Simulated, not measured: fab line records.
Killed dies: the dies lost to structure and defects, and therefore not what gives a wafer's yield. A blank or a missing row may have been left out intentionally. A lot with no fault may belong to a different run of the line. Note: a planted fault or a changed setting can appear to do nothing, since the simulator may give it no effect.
fab line records	flow nandHarc
record lots=7	wafers=21	lastDay=24
route steps=1159 shown A_M1@1032 END@1159
lots with no fault: from the same line, run without faults
startH: hours from the record's opening day to when the first of the lot's shown wafers began	waitH: hours since the lot's step before	" the same as in the row above	L1.1+2: a row that stands for several wafers	- value missing, or start not given	* or withheld: withheld	< > ~ a bound
route shown NAME@n: a module of which the file shows steps, and the number in the route of the first	usual: mean and standard deviation over wafers with no fault	same: alike in all rows	chamber/n: place in a boat	sites: per-site readings	_std_site: the values' standard deviation	_edge_site: outer sites' mean less inner sites'	radiusMm: how far each site lies from the wafer's centre	mask NAME#n: copy n	behind: the last tool/chamber to shape the wafer	hold: reason for holding the lot/hours on hold/outcome of the hold	device: names the non-switching transistor (n, p or np)	end of line: at the end of the route, the tests of the same wafers	where a step has no rows: the recipe by itself	killed: at the first sort, the dies lost to defects and structure; wafer yield is something else	map: the dies of a wafer, with x for killed, . for not killed, _ for no die there
set.NAME: the setting that was run; set.NAME@STEP: the one run at that earlier step	model.NAME: the simulator's own value behind a step, which no gauge read
a table for each step, a row for each wafer; lots at some steps of the route
services: from which hour (startH, from the record's first day; less than 0 if before it) a tool's chamber was out of use, for how many hours, and why
## steps
# step NHARC_A_M1_EBR_05
# step NHARC_A_M1_EXPOSE_06
# recipe na=1.35	targetCdNm=120	doseMj=75.13	maskId=A_M1
# step NHARC_A_M1_PEB_07
# recipe pebTempC=100	pebTimeS=65
# step NHARC_A_M1_DEVELOP_08
# recipe developTimeS=35	devTempC=23
# step NHARC_A_M1_CD_MEAS_09
# recipe targetCdNm=120	landingEnergyEv=500
# usual cdNm=119.8/0.78
# same landingEnergyEv=500
lot.wafer	tool	chamber	startH	waitH	cdNm
L483.2	cdSem-01	0	404.72	-	118.7
L483.3	"	0	"	"	119.9
L483.4	"	0	"	"	120.3
L493.2	cdSem-01	0	466.41	-	120.2
L493.3	"	0	"	"	118.8
L493.4	"	0	"	"	120.6
L491.3	cdSem-02	0	467.23	-	119.9
L491.4	"	0	"	"	118.8
L491.6	"	0	"	"	120.2
L495.2	cdSem-02	0	503.77	-	118.7
L495.4	"	0	"	"	118.1
L495.6	"	0	"	"	119.3
L498.1	cdSem-02	0	522.69	-	119.3
L498.2	"	0	"	"	120.7
L498.4	"	0	"	"	120.2
L502.2	cdSem-03	0	532.96	-	118.5
L502.5	"	0	"	"	119.6
L502.6	"	0	"	"	120.8
L504.1	cdSem-02	0	540.85	-	118.7
L504.2	"	0	"	"	119.9
L504.4	"	0	"	"	119.1
# step NHARC_A_M1_OVL_MEAS_10
# recipe pitchNm=240
# usual overlayXNm=-0.1/0.78	overlayYNm=-0.3/0.72
lot.wafer	tool	chamber	startH	waitH	overlayXNm	overlayYNm
L483.2	overlay-02	-	404.81	-	1.2	0.6
L483.3	"	-	"	"	1.1	0.2
L483.4	"	-	"	"	1.2	-0.1
L493.2	overlay-01	-	466.49	-	-0.1	-0.9
L493.3	"	-	"	"	-0.2	-0.7
L493.4	"	-	"	"	0.1	-0.6
L491.3	overlay-01	-	467.32	-	0.3	-0.4
L491.4	"	-	"	"	0.6	0.0
L491.6	"	-	"	"	0.6	0.1
L495.2	overlay-02	-	503.86	-	0.6	-0.4
L495.4	"	-	"	"	1.2	0.1
L495.6	"	-	"	"	0.2	-0.2
L498.1	overlay-01	-	522.78	-	0.1	0.6
L498.2	"	-	"	"	0.2	-0.1
L498.4	"	-	"	"	-0.4	0.1
L502.2	overlay-01	-	533.04	-	-0.2	-0.3
L502.5	"	-	"	"	-0.5	-0.5
L502.6	"	-	"	"	-0.2	-0.8
L504.1	overlay-01	-	540.93	-	0.3	-1.5
L504.2	"	-	"	"	0.1	-1.6
L504.4	"	-	"	"	-0.1	-0.8
# step NHARC_A_M1_INSPECT_11
# usual rawDefectCount=31/13
lot.wafer	tool	chamber	startH	waitH	rawDefectCount
L483.2	defectInspect-02	-	404.84	0.0	23
L483.3	"	-	"	"	25
L483.4	"	-	"	"	13
L493.2	defectInspect-02	-	466.53	0.0	37
L493.3	"	-	"	"	32
L493.4	"	-	"	"	31
L491.3	defectInspect-01	-	467.36	0.0	32
L491.4	"	-	"	"	21
L491.6	"	-	"	"	38
L495.2	defectInspect-01	-	503.90	0.0	35
L495.4	"	-	"	"	48
L495.6	"	-	"	"	33
L498.1	defectInspect-02	-	522.82	0.0	18
L498.2	"	-	"	"	12
L498.4	"	-	"	"	8
L502.2	defectInspect-02	-	533.08	0.0	17
L502.5	"	-	"	"	18
L502.6	"	-	"	"	13
L504.1	defectInspect-01	-	540.97	0.0	65
L504.2	"	-	"	"	75
L504.4	"	-	"	"	59
# step NHARC_A_M1_DESCUM_14
# recipe timeS=3	o2FlowSccm=200	arFlowSccm=0	biasPowerW=0	chemistry=O2
# usual drypumpMotorCurrentA=5.5/0.48	oesProductAu=1.001/0.014	rfVppV=57.9/0.89	showerheadPlenumPTorr=1.94/0.075	throttleValvePct=11.311/0.009
lot.wafer	tool	chamber	startH	waitH	drypumpMotorCurrentA	oesProductAu	rfHoursCounterH	rfVppV	showerheadPlenumPTorr	throttleValvePct
L483.4	rieDiel-12	0	404.90	0.1	5.1	1.018	0.5	58.9	1.98	11.306
L483.2	"	1	"	"	5.2	1.020	0.5	58.5	2.00	11.316
L483.3	"	2	"	"	4.7	1.014	0.5	57.7	1.90	11.316
L493.3	rieDiel-12	1	466.59	0.1	5.2	1.023	1.9	58.8	2.00	11.313
L493.4	"	2	"	"	4.7	1.006	1.9	57.3	1.90	11.308
L493.2	"	0	"	"	5.1	1.019	1.8	59.7	1.98	11.316
L491.3	rieDiel-12	3	467.43	0.1	6.2	0.997	1.9	57.4	2.07	11.307
L491.4	"	0	"	"	5.1	1.006	1.9	57.0	1.98	11.317
L491.6	"	2	"	"	4.7	1.004	-	59.0	1.90	11.308
L495.2	rieDiel-09	2	503.96	0.1	5.1	0.996	4.3	57.4	1.93	11.324
L495.6	"	2	"	"	5.1	0.979	-	58.0	1.94	11.310
L495.4	"	3	"	"	6.0	1.015	-	56.9	1.90	11.303
L498.2	rieDiel-12	3	522.88	0.1	6.2	0.991	3.1	59.0	2.07	11.311
L498.4	"	0	"	"	5.1	1.021	3.0	58.1	1.98	11.307
L498.1	"	1	"	"	5.2	1.016	3.0	59.9	2.00	11.326
L502.2	rieDiel-08	3	533.15	0.1	5.7	0.990	1.5	58.0	1.92	11.317
L502.6	"	2	"	"	5.7	0.990	-	58.0	1.83	11.317
L502.5	"	3	"	"	5.7	0.992	-	57.6	1.92	11.317
L504.1	rieDiel-08	3	541.03	0.1	5.7	1.003	1.8	56.0	1.92	11.302
L504.2	"	0	"	"	5.8	1.002	2.0	57.8	1.92	11.304
L504.4	"	1	"	"	5.8	1.000	1.9	57.2	1.80	11.302
# step NHARC_A_M1_ETCH_35
# recipe targetDepthA=400	overetchA=120	timeS=43.94	ionEnergyEv=200	n2FlowSccm=150	h2FlowSccm=150	arFlowSccm=0	rfW=400	biasW=150	chemistry=N2/H2
# usual biasW=150.1/0.48	chamberPressureMTorr=29.999/0.027	drypumpMotorCurrentA=5.5/0.48	oesProductAu=1.000/0.013	rfVppV=431.5/2.3	showerheadPlenumPTorr=2.08/0.081	throttleValvePct=14.171/0.0095
lot.wafer	tool	chamber	startH	waitH	biasW	chamberPressureMTorr	drypumpMotorCurrentA	oesProductAu	rfHoursCounterH	rfVppV	showerheadPlenumPTorr	throttleValvePct
L483.2	rieDiel-12	1	404.99	0.1	151.0	30.074	5.2	1.034	0.5	433.3	2.14	14.173
L483.4	"	2	"	"	150.5	30.018	4.7	1.001	0.5	430.0	2.02	14.163
L483.3	"	0	"	"	150.8	30.009	5.1	1.018	0.5	432.4	2.11	14.156
L493.4	rieDiel-12	1	466.68	0.1	150.8	29.976	5.2	1.027	1.9	433.9	2.14	14.168
L493.2	"	2	"	"	150.1	29.985	4.7	1.006	1.9	431.0	2.02	14.168
L493.3	"	3	"	"	150.1	30.033	6.2	1.003	1.8	434.9	2.21	14.165
L491.4	rieDiel-12	0	467.50	0.1	149.7	30.005	5.1	1.013	1.9	431.4	2.11	14.179
L491.3	"	1	"	"	150.0	30.017	5.2	1.022	2.0	432.8	2.14	14.177
L491.6	"	1	"	"	149.7	29.978	5.2	1.021	-	431.6	2.14	14.177
L495.2	rieDiel-09	0	504.07	0.1	150.3	29.993	5.3	0.988	5.0	433.9	2.17	14.187
L495.4	"	2	"	"	149.8	30.044	5.1	0.985	-	432.3	2.06	14.161
L495.6	"	3	"	"	149.2	30.006	6.0	0.999	-	431.0	2.03	14.179
L498.1	rieDiel-12	3	522.96	0.1	150.2	29.976	6.2	0.984	3.1	434.3	2.21	14.156
L498.2	"	1	"	"	149.9	30.024	5.2	1.004	3.0	431.5	2.14	14.166
L498.4	"	2	"	"	148.7	29.991	4.7	1.007	3.1	430.0	2.02	14.176
L502.2	rieDiel-08	0	533.23	0.1	149.4	29.984	5.8	1.007	1.7	430.7	2.05	14.170
L502.6	"	0	"	"	150.2	29.984	5.8	1.011	-	431.0	2.05	14.166
L502.5	"	1	"	"	150.5	29.990	5.8	1.012	-	427.6	1.92	14.167
L504.1	rieDiel-08	3	541.12	0.1	150.0	30.002	5.7	0.997	1.8	429.3	2.05	14.167
L504.2	"	0	"	"	150.1	29.990	5.8	0.990	2.0	431.4	2.05	14.160
L504.4	"	1	"	"	150.4	30.013	5.7	0.993	1.9	427.1	1.92	14.176
# step NHARC_A_M1_ETCH_15
# recipe targetDepthA=1825	timeS=91.2	c4f8FlowSccm=withheld	arFlowSccm=400	rfW=600	biasW=300	chemistry=C4F8/Ar
# usual biasW=300.0/0.92	chamberPressureMTorr=25.001/0.026	oesProductAu=0.961/0.023	rfVppV=441.9/2.3
lot.wafer	tool	chamber	startH	waitH	biasW	chamberPressureMTorr	oesProductAu	rfHoursCounterH	rfVppV
L483.4	rieDiel-12	0	-	-	301.3	24.988	0.988	0.5	443.3
L483.2	"	2	"	"	300.1	24.993	1.005	0.5	441.5
L483.3	"	3	"	"	299.0	24.973	0.978	0.5	443.7
L493.3	rieDiel-12	3	-	-	299.2	25.007	0.972	1.8	445.3
L493.2	"	0	"	"	300.3	24.963	0.979	1.8	443.6
L493.4	"	1	"	"	299.5	25.010	0.981	1.9	444.5
L491.4	rieDiel-12	3	-	-	301.6	24.992	0.972	1.9	445.8
L491.3	"	1	"	"	299.7	24.974	0.991	2.0	443.6
L491.6	"	3	"	"	300.3	24.991	0.980	-	445.1
L495.2	rieDiel-09	3	-	-	299.9	24.938	0.968	4.7	440.2
L495.6	"	0	"	"	298.2	25.013	0.960	-	445.2
L495.4	"	3	"	"	299.1	24.988	0.969	-	440.8
L498.2	rieDiel-12	2	-	-	299.6	24.981	0.926	3.1	440.7
L498.1	"	3	"	"	300.4	24.983	0.915	3.1	446.4
L498.4	"	0	"	"	299.4	24.987	0.934	3.1	444.1
L502.2	rieDiel-08	1	-	-	300.6	25.036	0.972	1.6	437.3
L502.6	"	3	"	"	299.7	25.003	0.960	-	441.2
L502.5	"	0	"	"	300.8	25.036	0.968	-	440.4
L504.4	rieDiel-08	3	-	-	299.9	24.976	0.940	1.8	443.4
L504.2	"	1	"	"	298.4	25.002	0.955	1.9	437.8
L504.1	"	2	"	"	300.1	24.977	0.957	1.7	439.9
# step NHARC_A_M1_CD_MEAS_16
# usual cdNm=120.2/1
lot.wafer	tool	chamber	startH	waitH	cdNm
L483.2	cdSem-01	-	405.21	-	119.6
L483.3	"	-	"	"	120.1
L483.4	"	-	"	"	120.1
L493.2	cdSem-01	-	466.90	-	120.8
L493.3	"	-	"	"	120.0
L493.4	"	-	"	"	121.2
L491.3	cdSem-01	-	467.73	-	120.2
L491.4	"	-	"	"	119.4
L491.6	"	-	"	"	120.9
L495.2	cdSem-01	-	504.31	-	120.7
L495.4	"	-	"	"	118.2
L495.6	"	-	"	"	120.8
L498.1	cdSem-01	-	523.18	-	119.8
L498.2	"	-	"	"	121.3
L498.4	"	-	"	"	120.4
L502.2	cdSem-01	-	533.45	-	118.9
L502.5	"	-	"	"	119.5
L502.6	"	-	"	"	122.1
L504.1	cdSem-03	-	541.34	-	118.4
L504.2	"	-	"	"	119.5
L504.4	"	-	"	"	118.6
# step NHARC_A_M1_STRIP_18
# recipe powerW=1000	n2FlowSccm=150	h2FlowSccm=150	arFlowSccm=0	biasW=0	chemistry=N2/H2
# usual drypumpMotorCurrentA=5.6/0.48	oesProductAu=1.000/0.012	rfVppV=90.8/0.95	showerheadPlenumPTorr=2.07/0.082	throttleValvePct=14.171/0.0095
lot.wafer	tool	chamber	startH	waitH	drypumpMotorCurrentA	oesProductAu	rfHoursCounterH	rfVppV	showerheadPlenumPTorr	throttleValvePct
L483.2	rieDiel-09	2	405.28	0.1	5.1	0.989	12	91.4	2.07	14.166
L483.4	"	0	"	"	5.3	0.991	11	92.1	2.18	14.180
L483.3	"	1	"	"	6.4	1.002	11	90.6	2.02	14.176
L493.4	rieDiel-09	2	466.99	0.1	5.1	0.995	2	91.4	2.06	14.181
L493.3	"	3	"	"	6.1	1.017	3	91.4	2.03	14.176
L493.2	"	0	"	"	5.3	0.989	3	92.5	2.17	14.176
L491.4	rieDiel-08	1	467.79	0.1	5.8	1.016	10	89.5	1.92	14.175
L491.3	"	0	"	"	5.8	0.982	11	91.2	2.05	14.175
L491.6	"	1	"	"	5.8	1.015	-	89.9	1.92	14.167
L495.4	rieDiel-08	1	504.41	0.1	5.8	0.988	1	90.0	1.92	14.175
L495.2	"	2	"	"	5.7	0.988	1	91.5	1.95	14.175
L495.6	"	0	"	"	5.8	1.000	-	89.6	2.05	14.165
L498.1	rieDiel-12	2	523.26	0.1	4.7	1.003	3	91.5	2.02	14.146
L498.4	"	3	"	"	6.2	0.992	3	91.0	2.21	14.166
L498.2	"	0	"	"	5.0	1.012	3	92.2	2.11	14.169
L502.2	rieDiel-12	1	533.55	0.1	5.2	1.010	3	92.2	2.14	14.149
L502.5	"	0	"	"	5.1	1.004	-	90.4	2.11	14.166
L502.6	"	1	"	"	5.2	1.016	-	92.2	2.14	14.182
L504.1	rieDiel-12	2	541.41	0.1	4.7	1.012	4	90.1	2.02	14.180
L504.4	"	0	"	"	5.0	1.013	4	91.1	2.11	14.172
L504.2	"	1	"	"	5.2	1.007	4	90.2	2.14	14.181
# step NHARC_A_M1_ETCH_28
# recipe targetDepthA=300	overEtchFrac=0.3	timeS=72.99	ionEnergyEv=150	cf4FlowSccm=50	n2FlowSccm=100	arFlowSccm=150	rfW=300	biasW=100	chemistry=CF4/N2
# usual biasW=100.0/0.34	cf4FlowSccm=49.98/0.15	drypumpMotorCurrentA=5.5/0.48	oesProductAu=1.000/0.012	rfVppV=314.7/1.8	showerheadPlenumPTorr=2.66/0.096	throttleValvePct=19.794/0.0091
lot.wafer	tool	chamber	startH	waitH	biasW	cf4FlowSccm	drypumpMotorCurrentA	oesProductAu	rfHoursCounterH	rfVppV	showerheadPlenumPTorr	throttleValvePct
L483.3	rieDiel-09	0	405.52	-	99.8	50.18	5.2	0.986	11	316.2	2.79	19.803
L483.4	"	1	"	"	99.9	50.13	6.3	1.000	11	313.1	2.61	19.790
L483.2	"	2	"	"	99.7	49.88	5.1	0.991	12	315.1	2.66	19.782
L493.3	rieDiel-09	3	467.24	-	-	-	-	-	-	-	-	-
L493.4	"	0	"	"	-	-	-	-	-	-	-	-
L493.2	"	1	"	"	-	-	-	-	-	-	-	-
L491.4	rieDiel-08	0	468.04	-	-	-	-	-	-	-	-	-
L491.3	"	2	"	"	-	-	-	-	-	-	-	-
L491.6	"	0	"	"	-	-	-	-	-	-	-	-
L495.4	rieDiel-08	0	504.63	-	-	-	-	-	-	-	-	-
L495.2	"	2	"	"	-	-	-	-	-	-	-	-
L495.6	"	3	"	"	-	-	-	-	-	-	-	-
L498.4	rieDiel-12	0	523.50	-	100.7	50.02	5.0	1.016	3	315.7	2.71	19.790
L498.2	"	1	"	"	100.0	50.20	5.3	1.017	3	316.1	2.74	19.799
L498.1	"	2	"	"	100.4	49.93	4.7	1.016	3	314.3	2.61	19.790
L502.2	rieDiel-12	2	533.76	-	100.0	50.03	4.7	1.016	3	314.9	2.61	19.804
L502.5	"	2	"	"	100.7	50.00	4.7	1.003	-	313.1	2.61	19.777
L502.6	"	3	"	"	99.5	50.02	6.2	0.997	-	318.9	2.83	19.809
L504.2	rieDiel-12	1	541.65	-	99.5	50.14	5.2	1.017	4	316.6	2.74	19.795
L504.4	"	2	"	"	99.5	49.54	4.7	0.994	4	313.6	2.61	19.773
L504.1	"	3	"	"	99.6	50.14	6.2	0.996	4	316.2	2.83	19.800
# step NHARC_A_M1_STRIP_19
# recipe timeS=600	tempC=30	chemistry=postEtchResidueRemover
# step NHARC_END_SORT_01
# recipe tempC=25
# usual defectLimitedYield=95.1/1.6	killedAtArray=29/10	killedAtOther=0.7/1.1	killedAtPeriphery=3.3/2.4	killedDies=33/11	killedOpen=3.3/2	killedShort=1.9/1.3	sort_bin_2_pct=1.5/0.67	sort_bin_3_pct=0.27/0.24	sort_bin_4_pct=3.1/1.1	sortNPass=644/11	sortRimYieldPct=97.1/2.1	sortYieldPct=95.1/1.6
# same grossDies=677	sort_bin_5_pct[%]=0	sort_bin_6_pct[%]=0	sort_bin_7_pct[%]=0	sort_bin_8_pct[%]=0	sortRimNGross=106.00
lot.wafer	tool	chamber	startH	waitH	defectLimitedYield[%]	killedAtArray	killedAtOther	killedAtPeriphery	killedDies	killedOpen	killedShort	sort_bin_2_pct[%]	sort_bin_3_pct[%]	sort_bin_4_pct[%]	sortNPass	sortRimYieldPct[%]	sortYieldPct[%]
L491.3	prober-02	0	507.54	3.1	0	674	0	3	677	3	5	96.9	0.44	2.7	0	0	0
L491.4	prober-02	0	508.32	3.4	0	673	0	4	677	5	2	97.0	0	3.0	0	0	0
L491.6	prober-02	0	509.89	3.9	0	672	0	5	677	5	2	96.5	0.15	3.4	0	0	0
L495.2	prober-01	0	541.50	2.8	0	666	4	7	677	2	4	95.7	0.89	3.4	0	0	0
L495.4	prober-01	0	543.08	3.4	0	669	2	6	677	4	5	94.5	0.59	4.9	0	0	0
L495.6	prober-01	0	544.67	4.0	0	661	4	12	677	3	1	95.4	0.30	4.3	0	0	0
# killed by level:class
L491.3 A_M1:areaEtch=644 A_CHANNEL_HOLE_D1:chamberFilmFlake=18 A_STAIRCASE:chamberFilmFlake=2 A_CONTACT:chamberFilmFlake=2 P_M0:geometricParticle:short=1 A_ONON_D1:geometricParticle:short=1 A_CHANNEL_FILL_D1:geometricParticle:short=1 A_WL_FILL:geometricParticle:short=1
L491.4 A_M1:areaEtch=646 A_CHANNEL_HOLE_D1:chamberFilmFlake=14 A_CONTACT:chamberFilmFlake=5 A_WL_FILL:geometricParticle:open=2 P_STI:chamberFilmFlake=2 A_WL_FILL:chamberFilmFlake=2 P_M0:geometricParticle:open=1 P_M0:geometricParticle:short=1
L491.6 A_M1:areaEtch=641 A_CHANNEL_HOLE_D1:chamberFilmFlake=17 A_STAIRCASE:chamberFilmFlake=6 P_CONTACT:geometricParticle:open=2 A_CONTACT:geometricParticle:open=2 P_STI:chamberFilmFlake=2 A_CONTACT:chamberFilmFlake=2 A_WL_FILL:geometricParticle:short=1
L495.2 A_M1:areaEtch=635 A_SLIT:chamberFilmFlake=15 A_CHANNEL_HOLE_D1:chamberFilmFlake=5 A_STAIRCASE:chamberFilmFlake=4 A_CONTACT:chamberFilmFlake=4 P_CONTACT:chamberFilmFlake=3 THIN_TSV:chamberFilmFlake=3 P_CONTACT:geometricParticle:short=1
L495.4 A_M1:areaEtch=625 A_SLIT:chamberFilmFlake=15 A_STAIRCASE:chamberFilmFlake=8 A_CONTACT:chamberFilmFlake=8 A_CHANNEL_HOLE_D1:chamberFilmFlake=5 P_CONTACT:chamberFilmFlake=4 A_WL_FILL:geometricParticle:short=2 THIN_TSV:chamberFilmFlake=2
L495.6 A_M1:areaEtch=626 A_SLIT:chamberFilmFlake=15 P_CONTACT:chamberFilmFlake=9 A_CONTACT:chamberFilmFlake=7 A_CHANNEL_HOLE_D1:chamberFilmFlake=5 A_STAIRCASE:chamberFilmFlake=4 THIN_TSV:chamberFilmFlake=4 P_STI:chamberFilmFlake=3
# map L491.3 (x killed, . not)
____________x____________
_________xxxxxxx_________
_______xxxxxxxxxxx_______
______xxxxxxxxxxxxx______
_____xxxxxxxxxxxxxxx_____
____xxxxxxxxxxxxxxxxx____
____xxxxxxxxxxxxxxxxx____
___xxxxxxxxxxxxxxxxxxx___
___xxxxxxxxxxxxxxxxxxx___
__xxxxxxxxxxxxxxxxxxxxx__
__xxxxxxxxxxxxxxxxxxxxx__
_xxxxxxxxxxxxxxxxxxxxxxx_
_xxxxxxxxxxxxxxxxxxxxxxx_
_xxxxxxxxxxxxxxxxxxxxxxx_
_xxxxxxxxxxxxxxxxxxxxxxx_
_xxxxxxxxxxxxxxxxxxxxxxx_
xxxxxxxxxxxxxxxxxxxxxxxxx
xxxxxxxxxxxxxxxxxxxxxxxxx
xxxxxxxxxxxxxxxxxxxxxxxxx
xxxxxxxxxxxxxxxxxxxxxxxxx
xxxxxxxxxxxxxxxxxxxxxxxxx
_xxxxxxxxxxxxxxxxxxxxxxx_
_xxxxxxxxxxxxxxxxxxxxxxx_
_xxxxxxxxxxxxxxxxxxxxxxx_
_xxxxxxxxxxxxxxxxxxxxxxx_
_xxxxxxxxxxxxxxxxxxxxxxx_
__xxxxxxxxxxxxxxxxxxxxx__
__xxxxxxxxxxxxxxxxxxxxx__
___xxxxxxxxxxxxxxxxxxx___
___xxxxxxxxxxxxxxxxxxx___
____xxxxxxxxxxxxxxxxx____
____xxxxxxxxxxxxxxxxx____
_____xxxxxxxxxxxxxxx_____
______xxxxxxxxxxxxx______
_______xxxxxxxxxxx_______
_________xxxxxxx_________
____________x____________
# map L495.2 (x killed, . not)
____________x____________
_________xxxxxxx_________
_______xxxxxxxxxxx_______
______xxxxxxxxxxxxx______
_____xxxxxxxxxxxxxxx_____
____xxxxxxxxxxxxxxxxx____
____xxxxxxxxxxxxxxxxx____
___xxxxxxxxxxxxxxxxxxx___
___xxxxxxxxxxxxxxxxxxx___
__xxxxxxxxxxxxxxxxxxxxx__
__xxxxxxxxxxxxxxxxxxxxx__
_xxxxxxxxxxxxxxxxxxxxxxx_
_xxxxxxxxxxxxxxxxxxxxxxx_
_xxxxxxxxxxxxxxxxxxxxxxx_
_xxxxxxxxxxxxxxxxxxxxxxx_
_xxxxxxxxxxxxxxxxxxxxxxx_
xxxxxxxxxxxxxxxxxxxxxxxxx
xxxxxxxxxxxxxxxxxxxxxxxxx
xxxxxxxxxxxxxxxxxxxxxxxxx
xxxxxxxxxxxxxxxxxxxxxxxxx
xxxxxxxxxxxxxxxxxxxxxxxxx
_xxxxxxxxxxxxxxxxxxxxxxx_
_xxxxxxxxxxxxxxxxxxxxxxx_
_xxxxxxxxxxxxxxxxxxxxxxx_
_xxxxxxxxxxxxxxxxxxxxxxx_
_xxxxxxxxxxxxxxxxxxxxxxx_
__xxxxxxxxxxxxxxxxxxxxx__
__xxxxxxxxxxxxxxxxxxxxx__
___xxxxxxxxxxxxxxxxxxx___
___xxxxxxxxxxxxxxxxxxx___
____xxxxxxxxxxxxxxxxx____
____xxxxxxxxxxxxxxxxx____
_____xxxxxxxxxxxxxxx_____
______xxxxxxxxxxxxx______
_______xxxxxxxxxxx_______
_________xxxxxxx_________
____________x____________
## services
tool	chamber	startH	hours	kind
rieDiel-12	0	388.40	-	clean
rieDiel-12	1	388.40	-	clean
rieDiel-12	2	388.40	-	clean
rieDiel-12	3	388.40	-	clean
rieDiel-12	0	390.24	1.4	repair
rieDiel-08	1	396.03	11.2	repair
rieDiel-12	0	412.90	-	clean
rieDiel-12	1	412.90	-	clean
rieDiel-12	2	412.90	-	clean
rieDiel-12	3	412.90	-	clean
rieDiel-09	-	431.11	9.0	pm
rieDiel-12	0	437.40	-	clean
rieDiel-12	1	437.40	-	clean
rieDiel-12	2	437.40	-	clean
rieDiel-12	3	437.40	-	clean
rieDiel-12	0	461.90	-	clean
rieDiel-12	1	461.90	-	clean
rieDiel-12	2	461.90	-	clean
rieDiel-12	3	461.90	-	clean
rieDiel-08	-	478.80	9.0	pm
rieDiel-08	3	493.36	1.8	repair
rieDiel-09	1	501.92	33.4	repair
rieDiel-12	-	521.76	0.7	repair
rieDiel-09	3	532.00	2.8	repair
## key
firstSign step=NHARC_A_M1_ETCH_28	reading=toolRecord	direction=missing
effect step=NHARC_END_SORT_01	reading=sort_bin_2_pct	direction=up	sigmas=99+	usual=1.5	struck=96.0
moreKillsBornAt NHARC_A_M1_ETCH_28@rieDiel-08=3817
metAt NHARC_A_M1_ETCH_28
struckWafers L491.3,L491.4,L491.6,L493.2,L493.3,L493.4,L495.2,L495.4,L495.6
rowsEnd L493.2,L493.3,L493.4
laterRowsLeftOut L491.3,L491.4,L491.6,L495.2,L495.4,L495.6
onsetBetween 405.52 467.24
fault kind=skippedStepWhole	tool=rieDiel-08,rieDiel-09	chamber=-	onsetH=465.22	steps=NHARC_A_M1_ETCH_28	scope=struckLotsOnly
# laterRowsLeftOut: the simulator's readings of these wafers behind a module that went badly wrong aren't trusted and aren't shown, but for the sort
# rowsEnd: these wafers met a further fault down the route, and their rows from its step on are left out
